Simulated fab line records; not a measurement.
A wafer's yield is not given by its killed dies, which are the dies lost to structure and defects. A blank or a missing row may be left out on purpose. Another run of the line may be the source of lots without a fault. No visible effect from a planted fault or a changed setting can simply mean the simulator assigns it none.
fab line records | flow n5Finfet
record: lots: 6 wafers: 18 lastDay: 16
route steps=1938 shown BEOL_M15@1789 PASSIVATION@1936
lots with no fault: from the same line, run without faults
startH: hours from the record's first day to the start of the lot's first wafer shown | waitH: hours elapsed since this lot's preceding step | " as in the row above | L1.1+2: several wafers, shown together as one row | - no value present, or no start provided | * or withheld: withheld | < > ~ a bound
route shown NAME@n: names a module that has steps shown in the file, with the first one's number in the route | usual: the fault-free wafers' mean and standard deviation | same: alike in all rows | chamber/n: place in a boat | sites: per-site readings | _std_site: the values' standard deviation | _edge_site: the outer-site mean with the inner-site mean subtracted | radiusMm: how far each site lies from the wafer's centre | mask NAME#n: copy n | behind: tool/chamber where the wafer was last shaped | hold: what put the lot on hold/how long, in hours/how the hold closed | device: which transistor (n, p or np) failed to switch | end of line: the same wafers' tests at the end of the route | step lacking rows: just its recipe | killed: the dies lost at the first sort to structure and to defects; this is not the yield of the wafer | map: shows each die of a wafer: x if killed, . if not, _ if none is there
set.NAME: the run value of the setting; set.NAME@STEP: its run value at that earlier step | model.NAME: the simulator's own value behind a step, which no gauge read
lots seen at some steps along the route; tables by step, rows by wafer
services: from which hour (startH, from the record's first day; less than 0 if before it) a tool's chamber was out of use, for how many hours, and why
== steps ==
step: N5_BEOL_M15_STRIP_63
recipe: chemistry: O2 powerW: 600 tempC: 60 pressureMtorr: 30 rfFrequencyHz: 6e+07 biasPowerW: 0 overashFraction: 0.3 o2FlowSccm: 225
step: N5_BEOL_M15_STRIP_64
recipe: chemistry: O2 powerW: 600 tempC: 60 pressureMtorr: 30 rfFrequencyHz: 6e+07 biasPowerW: 0 overashFraction: 0.3 o2FlowSccm: 225
usual: drypumpMotorCurrentA: 5.7/0.48 oesProductAu: 0.77/0.066 rfVppV: 3.6/0.48 showerheadPlenumPTorr: 2.07/0.064 throttleValvePct: 16.63/0.17
columns lot.wafer tool chamber startH waitH drypumpMotorCurrentA oesProductAu rfHoursCounterH rfVppV showerheadPlenumPTorr throttleValvePct
L318.1 rieDiel-06 0 - - 5.9 0.72 189 3.1 2.16 16.53
L318.2 " 1 " " 5.5 0.77 145 4.6 1.93 16.78
L318.3 " 3 " " 5.7 0.73 182 4.0 2.15 16.59
L321.2 rieDiel-05 2 - - 4.9 0.81 84 2.0 2.12 16.55
L321.4 " 0 " " 5.6 0.69 238 3.7 2.07 16.93
L321.6 " 3 " " 6.1 0.74 - 3.5 2.10 16.76
L327.2 rieDiel-06 1 - - 5.6 0.75 161 2.9 1.92 16.83
L327.3 " 0 " " 5.9 0.71 204 4.2 2.16 16.57
L327.4 " 3 " " 5.7 0.72 193 3.5 2.15 16.62
L326.1 rieDiel-05 2 - - 4.9 0.81 92 3.9 2.12 16.57
L326.4 " 1 " " 6.5 0.84 47 3.2 2.05 16.51
L326.6 " 0 " " 5.6 0.69 - 4.0 2.07 16.91
L328.2 rieDiel-05 0 - - 5.6 0.68 248 4.0 2.07 16.92
L328.4 " 1 " " 6.5 0.84 48 3.6 2.04 16.51
L328.5 " 0 " " 5.6 0.68 - 4.0 2.07 16.95
L336.1 rieDiel-03 3 - - 5.1 0.76 151 3.4 2.18 16.72
L336.3 " 0 " " 5.5 0.72 226 2.6 2.08 16.67
L336.4 " 1 " " 5.4 0.81 96 4.6 2.02 16.48
step: N5_BEOL_M15_STRIP_65
recipe: chemistry: postEtchResidueRemover timeS: 60 tempC: 25 removerPh: withheld removerWaterWtPct: withheld removerFluorideWtPct: withheld
step: N5_BEOL_M15_SRD_66
recipe: timeS: 30 tempC: 23 rinseLiquid: diw dry: n2Spin spinRpm: 1500 dryTimeS: 30
step: N5_BEOL_M15_CD_MEAS_17
recipe: targetCdNm: 360 polarity: opening
usual: cdNm: 360.4/2.2
columns lot.wafer tool chamber startH waitH cdNm
L318.1 cdSem-02 - 270.66 0.0 357.2
L318.2 " - " " 359.9
L318.3 " - " " 357.9
L321.2 cdSem-03 - 295.84 0.0 359.6
L321.4 " - " " 363.2
L321.6 " - " " 360.4
L327.2 cdSem-02 - 323.23 0.0 360.8
L327.3 " - " " 360.0
L327.4 " - " " 359.9
L326.1 cdSem-03 - 323.68 0.0 359.4
L326.4 " - " " 360.7
L326.6 " - " " 360.5
L328.2 cdSem-02 - 328.57 0.0 361.3
L328.4 " - " " 363.9
L328.5 " - " " 362.5
L336.1 cdSem-01 - 369.10 0.0 357.8
L336.3 " - " " 355.8
L336.4 " - " " 360.6
step: N5_BEOL_M15_COAT_56
recipe: resist: SOC tempC: 250 timeS: 60 spinRpm: 1500 resistThkNm: 550
step: N5_BEOL_M15_ETCH_57
recipe: chemistry: N2/H2 target: SOC sourceW: 3000 biasW: 350 timeS: 750 ionEnergyEv: 200 pressureMtorr: 30 n2FlowSccm: 200 h2FlowSccm: 200
usual: drypumpMotorCurrentA: 5.7/0.5 oesProductAu: 0.77/0.07 rfVppV: 523.2/2.3 showerheadPlenumPTorr: 2.52/0.075 throttleValvePct: 17.73/0.21
columns lot.wafer tool chamber startH waitH drypumpMotorCurrentA oesProductAu rfHoursCounterH rfVppV showerheadPlenumPTorr throttleValvePct
L318.1 rieDiel-05 3 271.05 - 6.1 0.74 178 523.6 2.54 17.88
L318.2 " 2 " " 4.8 0.82 78 523.5 2.57 17.50
L318.3 " 1 " " 6.5 0.86 33 522.6 2.48 17.57
L321.2 rieDiel-05 1 295.94 - 6.5 0.85 39 522.8 2.48 17.59
L321.4 " 0 " " 5.6 0.68 238 522.8 2.50 17.96
L321.6 " 0 " " 5.6 0.69 - 522.4 2.50 17.94
L327.2 rieDiel-03 1 323.42 - 5.4 0.82 85 520.4 2.45 17.38
L327.3 " 0 " " 5.5 0.71 210 523.4 2.52 17.70
L327.4 " 2 " " 6.1 0.71 211 521.4 2.42 17.52
L326.1 rieDiel-05 2 323.78 - 4.8 0.82 92 524.2 2.57 17.56
L326.4 " 0 " " 5.6 0.68 246 522.7 2.50 17.94
L326.6 " 0 " " 5.6 0.68 - 523.8 2.50 17.95
L328.2 rieDiel-03 1 328.67 - 5.4 0.82 86 522.1 2.45 17.38
L328.4 " 0 " " 5.5 0.72 212 523.7 2.52 17.70
L328.5 " 2 " " 6.1 0.71 - 522.1 2.42 17.51
L336.1 rieDiel-05 1 369.32 - 6.5 0.82 61 522.4 2.47 17.62
L336.3 " 2 " " 4.9 0.80 106 524.3 2.56 17.58
L336.4 " 0 " " 5.6 0.94 6 524.7 2.49 17.55
step: N5_BEOL_M15_COAT_60
recipe: resist: BARC tempC: 205 timeS: 60 spinRpm: 1500 resistThkNm: 89
step: N5_BEOL_M15_COAT_22
recipe: spinRpm: 1704 resistThkNm: 800
step: N5_BEOL_M15_EBR_24
recipe: solvent: PGMEA ebrWidthMm: 1.5
step: N5_BEOL_M15_SOFTBAKE_23
recipe: tempC: 130 timeS: 60
step: N5_BEOL_M15_EXPOSE_25
recipe: maskId: M15 na: 0.8 sourceShape: annular sigmaInner: 0.5 sigmaOuter: 0.8 polarization: unpolarized targetCdNm: 400 doseMj: 35.5
step: N5_BEOL_M15_PEB_26
recipe: pebTempC: 130 pebTimeS: 90
usual: heaterPowerTotalW: 172.4/0.79 plateTempC: 130.03/0.12
columns lot.wafer tool chamber startH waitH heaterPowerTotalW plateTempC
L318.1 lithoTrack-03 0 271.71 0.1 171.3 130.02
L318.2 " 0 " " 171.6 129.83
L318.3 " 0 " " 173.7 129.82
L321.2 lithoTrack-03 0 296.73 0.0 172.5 130.14
L321.4 " 0 " " 172.0 130.08
L321.6 " 0 " " 172.2 129.96
L327.2 lithoTrack-03 0 324.07 0.0 166.5 126.59
L327.3 " 0 " " 164.7 126.54
L327.4 " 0 " " 168.1 126.59
L326.1 lithoTrack-01 0 324.57 0.1 171.9 130.15
L326.4 " 0 " " 172.0 130.07
L326.6 " 0 " " 172.4 130.10
L328.2 lithoTrack-03 0 329.45 0.0 166.3 126.22
L328.4 " 0 " " 166.3 126.74
L328.5 " 0 " " 166.1 126.49
L336.1 lithoTrack-05 0 370.11 0.1 171.2 130.01
L336.3 " 0 " " 170.9 129.75
L336.4 " 0 " " 173.7 129.92
step: N5_BEOL_M15_DEVELOP_27
recipe: developTimeS: 45 rinseLiquid: diw dry: airSpin devTempC: 21
step: N5_BEOL_M15_HARDBAKE_32
recipe: tempC: 130 timeS: 120
step: N5_BEOL_M15_CD_MEAS_28
recipe: targetCdNm: 407.6 landingEnergyEv: 500 detector: seInlens
usual: cdNm: 408.2/2.3
columns lot.wafer tool chamber startH waitH cdNm
L318.1 cdSem-02 0 271.83 - 405.6
L318.2 " 0 " " 406.5
L318.3 " 0 " " 406.0
L321.2 cdSem-03 0 296.84 - 408.8
L321.4 " 0 " " 409.9
L321.6 " 0 " " 409.5
L327.2 cdSem-03 0 324.19 - 391.7
L327.3 " 0 " " 392.1
L327.4 " 0 " " 392.9
L326.1 cdSem-03 0 324.68 - 408.8
L326.4 " 0 " " 412.6
L326.6 " 0 " " 408.2
L328.2 cdSem-02 0 329.57 - 391.7
L328.4 " 0 " " 391.5
L328.5 " 0 " " 392.6
L336.1 cdSem-03 0 370.22 - 414.3
L336.3 " 0 " " 414.4
L336.4 " 0 " " 412.8
step: N5_BEOL_M15_OVL_MEAS_29
recipe: pointsPerWafer: 44
usual: M15_OVL: -2/4.8
columns lot.wafer tool chamber startH waitH M15_OVL[nm]
L318.1 overlay-02 0 271.86 0.0 -1
L318.2 " 0 " " 0
L318.3 " 0 " " -7
L321.2 overlay-01 0 296.87 0.0 -5
L321.4 " 0 " " -4
L321.6 " 0 " " -1
L327.2 overlay-02 0 324.22 0.0 -11
L327.3 " 0 " " -8
L327.4 " 0 " " -9
L326.1 overlay-01 0 324.71 0.0 0
L326.4 " 0 " " -8
L326.6 " 0 " " -10
L328.2 overlay-02 0 329.60 0.0 4
L328.4 " 0 " " -1
L328.5 " 0 " " -4
L336.1 overlay-02 0 370.25 0.0 -5
L336.3 " 0 " " -5
L336.4 " 0 " " -1
step: N5_BEOL_M15_INSPECT_30
recipe: mode: adi inspectInstrument: macro
usual: rawDefectCount: 2.2/1.3
columns lot.wafer tool chamber startH waitH rawDefectCount
L318.1 defectInspect-01 - 271.88 0.0 2
L318.2 " - " " 1
L318.3 " - " " 2
L321.2 defectInspect-02 - 296.90 0.0 4
L321.4 " - " " 2
L321.6 " - " " 6
L327.2 defectInspect-01 - 324.24 0.0 1
L327.3 " - " " 1
L327.4 " - " " 2
L326.1 defectInspect-01 - 324.73 0.0 3
L326.4 " - " " 5
L326.6 " - " " 4
L328.2 defectInspect-02 - 329.62 0.0 2
L328.4 " - " " 4
L328.5 " - " " 0
L336.1 defectInspect-02 - 370.27 0.0 2
L336.3 " - " " 1
L336.4 " - " " 3
step: N5_BEOL_M15_DESCUM_33
recipe: chemistry: O2 timeS: 7.9 sourcePowerW: 50 biasPowerW: 20 pressureMtorr: 20 rfFrequencyHz: 2.712e+07 tempC: 40 o2FlowSccm: 225
usual: drypumpMotorCurrentA: 5.7/0.49 oesProductAu: 0.77/0.065 rfVppV: 242.8/1.4 showerheadPlenumPTorr: 2.07/0.068 throttleValvePct: 20.36/0.16
columns lot.wafer tool chamber startH waitH drypumpMotorCurrentA oesProductAu rfHoursCounterH rfVppV showerheadPlenumPTorr throttleValvePct model.BEOL_M15.cdNm
L318.1 rieDiel-03 3 271.92 0.0 5.1 0.79 118 244.7 2.19 20.42 405.4
L318.2 " 0 " " 5.5 0.73 193 243.6 2.08 20.35 406.2
L318.3 " 2 " " 6.1 0.73 194 241.5 1.99 20.08 406
L321.2 rieDiel-05 0 296.94 0.0 5.6 0.69 239 242.1 2.07 20.68 408.6
L321.4 " 2 " " 4.8 0.81 85 244.6 2.11 20.29 409.2
L321.6 " 2 " " 4.8 0.83 - 244.0 2.12 20.29 409.2
L327.2 rieDiel-03 3 324.28 0.0 5.1 0.78 135 244.6 2.18 20.44 391.8
L327.3 " 0 " " 5.5 0.72 210 242.0 2.08 20.37 392.2
L327.4 " 2 " " 6.1 0.71 211 242.7 1.98 20.12 393
L326.1 rieDiel-03 2 324.77 0.0 6.2 0.72 211 239.7 1.98 20.12 408.6
L326.4 " 0 " " 5.5 0.72 211 242.9 2.08 20.37 412.6
L326.6 " 3 " " 5.1 0.78 - 244.7 2.18 20.43 407.8
L328.2 rieDiel-06 3 329.66 0.0 5.7 0.72 195 242.9 2.14 20.33 391.6
L328.4 " 1 " " 5.5 0.76 163 240.7 1.92 20.54 391.8
L328.5 " 0 " " 5.9 0.71 - 245.3 2.15 20.25 392.4
L336.1 rieDiel-05 0 370.31 0.0 5.6 0.94 6 243.1 2.06 20.35 414.2
L336.3 " 2 " " 4.8 0.80 106 243.2 2.11 20.34 414.4
L336.4 " 1 " " 6.5 0.82 61 241.9 2.04 20.31 413
step: N5_BEOL_M15_ETCH_61
recipe: chemistry: N2/H2 target: BARC targetDepthA: 890 overetchA: 267 timeS: 67.9 ionEnergyEv: 200 pressureMtorr: 30 sourceW: 840 biasW: 150 n2FlowSccm: 200 h2FlowSccm: 200
usual: drypumpMotorCurrentA: 5.7/0.49 oesProductAu: 0.66/0.054 rfVppV: 523.2/2.4 showerheadPlenumPTorr: 2.52/0.083 throttleValvePct: 17.81/0.21
columns lot.wafer tool chamber startH waitH drypumpMotorCurrentA oesProductAu rfHoursCounterH rfVppV showerheadPlenumPTorr throttleValvePct
L318.1 rieDiel-03 3 271.95 0.0 5.1 0.68 118 526.5 2.66 17.94
L318.2 " 0 " " 5.5 0.62 193 524.0 2.53 17.76
L318.3 " 2 " " 6.1 0.62 194 521.5 2.42 17.58
L321.2 rieDiel-05 0 296.97 0.0 5.6 0.59 239 523.9 2.50 18.04
L321.4 " 2 " " 4.9 0.70 85 525.6 2.57 17.65
L321.6 " 2 " " 4.8 0.69 - 524.8 2.57 17.64
L327.2 rieDiel-03 3 324.31 0.0 5.1 0.67 135 528.7 2.65 17.96
L327.3 " 0 " " 5.5 0.62 210 522.7 2.52 17.82
L327.4 " 2 " " 6.1 0.62 211 520.8 2.42 17.62
L326.1 rieDiel-03 2 324.80 0.0 6.1 0.61 211 521.5 2.42 17.60
L326.4 " 0 " " 5.5 0.62 211 525.0 2.52 17.82
L326.6 " 3 " " 5.1 0.67 - 526.9 2.66 17.96
L328.2 rieDiel-06 3 329.69 0.0 5.7 0.62 195 526.6 2.62 17.84
L328.4 " 1 " " 5.6 0.64 163 517.9 2.35 18.18
L328.5 " 0 " " 5.9 0.62 - 525.2 2.64 17.76
L336.1 rieDiel-05 0 370.34 0.0 5.6 0.80 6 522.6 2.49 17.66
L336.3 " 2 " " 4.8 0.69 106 524.4 2.56 17.70
L336.4 " 1 " " 6.5 0.71 61 522.8 2.47 17.74
step: N5_BEOL_M15_TRENCH_ETCH_34
recipe: chemistry: C4F8/O2/Ar target: SiO2 targetDepthA: 8729.3 heInnerTorr: 15 heOuterTorr: 30 timeS: 199 ionEnergyEv: 800 pressureMtorr: 20 sourceW: 1905 biasW: 2040 Ar_flow_sccm: 400 C4F8_flow_sccm: 16 O2_flow_sccm: 12
usual: C4F8_flow_sccm: 16.00/0.044 drypumpMotorCurrentA: 5.7/0.49 oes_f_703_au: 0.77/0.065 oesProductAu: 0.77/0.066 rfVppV: 2215/41 showerheadPlenumPTorr: 3.41/0.11 throttleValvePct: 30.80/0.18
columns lot.wafer tool chamber startH waitH C4F8_flow_sccm drypumpMotorCurrentA oes_f_703_au oesProductAu rfHoursCounterH rfVppV showerheadPlenumPTorr throttleValvePct
L318.1 rieDiel-03 3 272.00 0.0 16.00 5.1 0.79 0.78 118 2185 3.59 30.91
L318.2 " 0 " " 15.98 5.5 0.74 0.73 194 2267 3.39 30.53
L318.3 " 2 " " 16.05 6.1 0.74 0.73 194 2235 3.29 30.58
L321.2 rieDiel-05 0 297.02 0.0 15.99 5.6 0.71 0.68 239 2176 3.38 30.97
L321.4 " 2 " " 15.97 4.9 0.81 0.83 85 2199 3.50 30.93
L321.6 " 2 " " 16.00 4.9 0.81 0.82 - 2198 3.50 30.93
L327.2 rieDiel-03 3 324.36 0.0 15.94 5.1 0.77 0.77 135 2184 3.59 30.93
L327.3 " 0 " " 15.90 5.4 0.73 0.73 211 2267 3.38 30.56
L327.4 " 2 " " 15.99 6.1 0.73 0.72 211 2232 3.29 30.60
L326.1 rieDiel-03 2 324.86 0.0 15.98 6.1 0.72 0.72 211 2234 3.29 30.60
L326.4 " 0 " " 16.00 5.5 0.73 0.72 211 2265 3.38 30.54
L326.6 " 3 " " 15.99 5.1 0.76 0.78 - 2184 3.59 30.94
L328.2 rieDiel-06 3 329.74 0.0 15.95 5.7 0.70 0.71 195 2268 3.56 31.01
L328.4 " 1 " " 15.98 5.6 0.76 0.76 163 2224 3.16 30.81
L328.5 " 0 " " 16.09 5.9 0.74 0.72 - 2242 3.52 30.51
L336.1 rieDiel-05 0 370.40 0.0 16.10 5.6 0.96 0.94 6 2173 3.37 30.79
L336.3 " 2 " " 15.96 4.8 0.80 0.80 106 2197 3.49 30.97
L336.4 " 1 " " 16.00 6.5 0.82 0.82 61 2259 3.35 30.81
step: N5_BEOL_M15_STRIP_36
recipe: chemistry: O2 powerW: 600 tempC: 60 pressureMtorr: 30 rfFrequencyHz: 6e+07 biasPowerW: 0 overashFraction: 0.3 o2FlowSccm: 225
step: N5_BEOL_M15_STRIP_62
recipe: chemistry: O2 powerW: 600 tempC: 60 pressureMtorr: 30 rfFrequencyHz: 6e+07 biasPowerW: 0 overashFraction: 0.3 o2FlowSccm: 225
usual: drypumpMotorCurrentA: 5.7/0.44 oesProductAu: 0.76/0.059 rfVppV: 3.7/0.49 showerheadPlenumPTorr: 2.08/0.075 throttleValvePct: 16.66/0.17
columns lot.wafer tool chamber startH waitH drypumpMotorCurrentA oesProductAu rfHoursCounterH rfVppV showerheadPlenumPTorr throttleValvePct
L318.1 rieDiel-06 2 - - 6.0 0.76 135 3.5 2.12 16.97
L318.2 " 1 " " 5.5 0.78 145 3.3 1.93 16.79
L318.3 " 3 " " 5.7 0.74 182 3.5 2.15 16.59
L321.2 rieDiel-05 2 - - 4.9 0.81 86 3.7 2.12 16.55
L321.4 " 3 " " 6.1 0.73 186 3.8 2.10 16.76
L321.6 " 3 " " 6.1 0.74 - 3.8 2.10 16.77
L327.2 rieDiel-03 0 - - 5.5 0.72 211 3.9 2.08 16.64
L327.3 " 2 " " 6.1 0.71 211 3.7 1.99 16.44
L327.4 " 3 " " 5.1 0.78 135 4.2 2.19 16.72
L326.1 rieDiel-06 0 - - 5.9 0.71 205 4.8 2.16 16.56
L326.4 " 1 " " 5.5 0.75 162 3.7 1.92 16.81
L326.6 " 3 " " 5.7 0.72 - 4.4 2.15 16.63
L328.2 rieDiel-06 3 - - 5.7 0.71 195 3.3 2.15 16.62
L328.4 " 0 " " 5.9 0.71 206 3.7 2.16 16.56
L328.5 " 1 " " 5.5 0.76 - 3.8 1.92 16.80
L336.1 rieDiel-03 3 - - 5.1 0.76 153 3.5 2.18 16.74
L336.3 " 1 " " 5.4 0.81 97 3.2 2.02 16.47
L336.4 " 0 " " 5.5 0.71 228 3.1 2.07 16.68
step: N5_BEOL_M15_STRIP_37
recipe: chemistry: O2 powerW: 600 tempC: 60 pressureMtorr: 30 rfFrequencyHz: 6e+07 biasPowerW: 0 overashFraction: 0.3 o2FlowSccm: 225
step: N5_BEOL_M15_ETCH_38
recipe: chemistry: CF4/N2 target: SiCN targetDepthA: 1064 taperDeg: 2 timeS: 120.5 ionEnergyEv: 150 maskMaterial: SiO2 pressureMtorr: 40 sourceW: 430 biasW: 70 Ar_flow_sccm: 100 cf4FlowSccm: 60 n2FlowSccm: 60
usual: drypumpMotorCurrentA: 5.7/0.43 oesProductAu: 0.76/0.06 rfVppV: 382.1/2.2 showerheadPlenumPTorr: 2.19/0.079 throttleValvePct: 15.45/0.15
columns lot.wafer tool chamber startH waitH drypumpMotorCurrentA oesProductAu rfHoursCounterH rfVppV showerheadPlenumPTorr throttleValvePct model.BEOL_M15.cdNm
L318.1 rieDiel-06 2 - - 6.0 0.75 135 382.7 2.22 15.68 397.6
L318.2 " 1 " " 5.5 0.79 145 378.8 2.04 15.58 398.2
L318.3 " 3 " " 5.7 0.71 182 384.1 2.29 15.49 399.6
L321.2 rieDiel-05 2 - - 4.8 0.83 86 383.6 2.24 15.38 400.2
L321.4 " 3 " " 6.1 0.74 186 380.9 2.19 15.43 402.2
L321.6 " 3 " " 6.1 0.74 - 383.0 2.19 15.43 401.4
L327.2 rieDiel-03 0 - - 5.5 0.72 211 381.2 2.18 15.40 384
L327.3 " 2 " " 6.1 0.72 211 379.7 2.10 15.27 383.6
L327.4 " 3 " " 5.1 0.77 136 385.6 2.31 15.52 385.8
L326.1 rieDiel-06 0 - - 5.9 0.73 205 384.7 2.28 15.43 401.4
L326.4 " 1 " " 5.6 0.76 162 378.4 2.03 15.63 403.4
L326.6 " 3 " " 5.7 0.70 - 385.5 2.28 15.51 400
L328.2 rieDiel-06 3 - - 5.7 0.71 195 383.5 2.28 15.51 383.4
L328.4 " 0 " " 5.9 0.73 206 383.1 2.28 15.42 383.4
L328.5 " 1 " " 5.6 0.78 - 377.5 2.03 15.62 383.8
L336.1 rieDiel-03 3 - - 5.1 0.75 153 385.1 2.30 15.55 407.2
L336.3 " 1 " " 5.4 0.82 97 381.0 2.14 15.27 408
L336.4 " 0 " " 5.4 0.71 228 381.8 2.17 15.43 406.4
step: N5_BEOL_M15_PRECLEAN_39
recipe: chemistry: residueRemover timeS: 60 tempC: 40
step: N5_PASSIVATION_PROBE_49
usual: defectLimitedYield: 91.1/1.4 killed_at_M0_to_M3: 32/9.3 killed_at_M4_up: 13/5.8 killedAtContacts: 12/6.3 killedAtFrontEnd: 44/12 killedAtOther: 3.6/2.7 killedDies: 104/17 killedOpen: 69/13 killedShort: 34/6.9 sort_bin_5_function: 5.2/0.98 sort_bin_6_memory: 3.3/0.59 sort_bin_8_speed: 0.01/0.039 sortNPass: 1075/17 sortYieldPct: 91.1/1.4
same: grossDies: 1180 killedAtBackSide: 0 sort_bin_4_leakage[%]: 0
columns lot.wafer tool chamber startH waitH defectLimitedYield[%] killed_at_M0_to_M3 killed_at_M4_up killedAtContacts killedAtFrontEnd killedAtOther killedDies killedOpen killedShort sort_bin_5_function[%] sort_bin_6_memory[%] sort_bin_8_speed[%] sortNPass sortYieldPct[%]
L318.1 prober-01 - 287.94 0.0 89.7 36 16 8 55 6 121 86 34 5.6 4.4 0 1059 89.7
L318.2 prober-01 - 287.99 0.1 88.8 45 15 13 54 5 132 80 50 6.8 3.7 0 1048 88.8
L318.3 prober-01 - 288.04 0.1 90.3 39 9 9 53 4 114 65 49 4.8 4.6 0 1066 90.3
L321.2 prober-02 - 318.97 0.1 90.5 45 13 1 47 6 112 71 37 5.3 3.3 0 1068 90.5
L321.4 prober-02 - 319.07 0.2 90.9 33 4 4 61 5 107 67 40 4.6 3.6 0 1073 90.9
L321.6 prober-02 - 319.17 0.3 93.7 33 5 5 28 3 74 44 29 4.0 2.0 0 1106 93.7
L327.2 prober-02 - 340.37 0.1 90.3 45 11 11 46 2 115 76 38 6.7 2.8 0 1065 90.3
L327.3 prober-02 - 340.42 0.1 91.2 28 13 7 49 7 104 63 39 5.3 3.0 0 1076 91.2
L327.4 prober-02 - 340.47 0.2 93.6 14 9 16 33 4 76 42 33 3.7 2.2 0 1104 93.6
L326.1 prober-01 - 341.09 0.0 91.3 30 13 4 51 5 103 73 28 5.3 3.1 0 1077 91.3
L326.4 prober-01 - 341.24 0.2 92.1 18 2 7 62 4 93 56 36 4.7 2.9 0 1087 92.1
L326.6 prober-01 - 341.34 0.3 92.5 20 12 10 40 6 88 65 22 4.4 2.9 0 1092 92.5
killed by level:class
L318.1 FIN_SAQP:geometricParticle:open=20 STI_FIN_REVEAL:geometricParticle:open=12 BEOL_M1:geometricParticle:open=10 BEOL_M0:geometricParticle:open=10 FIN_SAQP:geometricParticle:short=8 BEOL_M4:geometricParticle:open=7 MOL_CONTACT_COAG:geometricParticle:open=6 GATE_CUT:geometricParticle:short=5
L318.2 FIN_SAQP:geometricParticle:short=19 FIN_SAQP:geometricParticle:open=11 MOL_CONTACT_COAG:geometricParticle:open=11 BEOL_M0_SAQP:geometricParticle:open=9 BEOL_M0_SAQP:geometricParticle:short=8 BEOL_M1:geometricParticle:open=8 BEOL_M2:geometricParticle:open=8 STI_FIN_REVEAL:geometricParticle:open=6
L318.3 FIN_SAQP:geometricParticle:short=20 FIN_SAQP:geometricParticle:open=15 BEOL_M1:geometricParticle:open=10 BEOL_M0_SAQP:geometricParticle:short=7 MOL_CONTACT_COAG:geometricParticle:open=7 BEOL_M2:geometricParticle:short=7 STI_FIN_REVEAL:geometricParticle:open=6 BEOL_M0_SAQP:geometricParticle:open=6
L321.2 BEOL_M3:geometricParticle:open=14 STI_FIN_REVEAL:geometricParticle:open=11 BEOL_M2:geometricParticle:open=10 BEOL_M3:geometricParticle:short=9 FIN_SAQP:geometricParticle:open=8 BEOL_M4:geometricParticle:open=7 FIN_SAQP:geometricParticle:short=5 BEOL_M1:geometricParticle:open=5
L321.4 STI_FIN_REVEAL:geometricParticle:open=16 FIN_SAQP:geometricParticle:open=12 BEOL_M0_SAQP:geometricParticle:short=11 BEOL_M1:geometricParticle:open=8 FIN_SAQP:geometricParticle:short=7 BEOL_M3:geometricParticle:open=6 BEOL_M0_SAQP:geometricParticle:open=5 STARTING-WAFER:geometricParticle:open=5
L321.6 BEOL_M3:geometricParticle:open=14 FIN_SAQP:geometricParticle:short=7 BEOL_M0_SAQP:geometricParticle:short=7 BEOL_M0_SAQP:geometricParticle:open=6 ILD0:geometricParticle:short=5 FIN_SAQP:geometricParticle:open=4 MOL_CONTACT_COAG:geometricParticle:open=4 STI_FIN_REVEAL:geometricParticle:open=3
L327.2 STI_FIN_REVEAL:geometricParticle:open=14 MOL_CONTACT_COAG:geometricParticle:open=10 BEOL_M0_SAQP:geometricParticle:open=10 FIN_SAQP:geometricParticle:short=8 FIN_SAQP:geometricParticle:open=7 BEOL_M0_SAQP:geometricParticle:short=7 BEOL_M3:geometricParticle:open=7 BEOL_M2:geometricParticle:open=6
L327.3 FIN_SAQP:geometricParticle:open=11 FIN_SAQP:geometricParticle:short=11 STI_FIN_REVEAL:geometricParticle:open=9 MOL_CONTACT_COAG:geometricParticle:open=7 STI_FIN_REVEAL:geometricParticle:short=6 BEOL_M0_SAQP:geometricParticle:open=6 BEOL_M5:geometricParticle:open=5 PASS1_CAP:geometricParticle:short=5
L327.4 MOL_CONTACT_COAG:geometricParticle:open=12 FIN_SAQP:geometricParticle:open=8 FIN_SAQP:geometricParticle:short=8 MOL_CONTACT_COAG:geometricParticle:short=4 BEOL_M0_SAQP:geometricParticle:short=4 STI_FIN_REVEAL:geometricParticle:open=3 PASS1_CAP:geometricParticle:short=3 STARTING-WAFER:geometricParticle:open=3
L326.1 STI_FIN_REVEAL:geometricParticle:open=16 BEOL_M2:geometricParticle:open=10 FIN_SAQP:geometricParticle:open=7 GATE_CUT:geometricParticle:short=7 STI_FIN_REVEAL:geometricParticle:short=5 BEOL_M0_SAQP:geometricParticle:short=5 ILD0:geometricParticle:open=4 BEOL_M0_SAQP:geometricParticle:open=4
L326.4 FIN_SAQP:geometricParticle:open=16 FIN_SAQP:geometricParticle:short=14 STI_FIN_REVEAL:geometricParticle:open=7 GATE_CUT:geometricParticle:open=7 DUMMY_GATE:geometricParticle:open=5 MOL_CONTACT_COAG:geometricParticle:open=5 BEOL_M2:geometricParticle:open=4 PASS1_CAP:geometricParticle:short=4
L326.6 MOL_CONTACT_COAG:geometricParticle:open=9 STI_FIN_REVEAL:geometricParticle:open=8 GATE_CUT:geometricParticle:short=8 DUMMY_GATE:geometricParticle:open=7 GATE_CUT:geometricParticle:open=5 BEOL_M0:geometricParticle:open=5 BEOL_M4:geometricParticle:open=4 BEOL_M0_SAQP:geometricParticle:short=3
== services ==
columns tool chamber startH hours kind
lithoTrack-03 - 257.94 - consumableReplace:filter
rieDiel-06 3 291.19 8.3 repair
rieDiel-05 0 320.99 2.0 repair
rieDiel-06 1 332.37 8.2 repair
rieDiel-05 0 334.81 - clean
rieDiel-05 0 334.81 - consumableReplace:focusRing
rieDiel-05 0 334.81 13.4 scheduledDown
rieDiel-05 0 334.81 13.4 ventCycle
rieDiel-03 1 353.01 10.2 repair
rieDiel-03 2 354.84 6.4 repair
lithoTrack-01 - 362.01 - consumableReplace:filter
== key ==
firstSign: step: N5_BEOL_M15_PEB_26 reading: plateTempC direction: down sigmas: 30 usual: * struck: *
effect: step: N5_BEOL_M15_PEB_26 reading: heaterPowerTotalW direction: down sigmas: 7.7 usual: * struck: *
effect: step: N5_BEOL_M15_CD_MEAS_28 reading: cdNm direction: down sigmas: 7.1 usual: 408.2 struck: 392.1 through: controlLoop
modelEffect: step: N5_BEOL_M15_DESCUM_33 value: BEOL_M15.cdNm without: 408.3 struck: 392.1
modelEffect: step: N5_BEOL_M15_ETCH_38 value: BEOL_M15.cdNm without: 400.2 struck: 384
metAt N5_BEOL_M15_PEB_26
struckWafers L327.2,L327.3,L327.4,L328.2,L328.4,L328.5
loopTrim: step: N5_BEOL_M15_EXPOSE_25 setting: dose lots: L328
onsetBetween 296.73 324.07
fault: kind: processParameterDrift tool: lithoTrack-03 chamber: - onsetH: 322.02 steps: N5_BEOL_M15_PEB_26 channel: pebTempC offset: * shape: step endH: 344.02 actsIn: * stated: *
loopTrim: a control loop set the setting to another value than it would have without faults
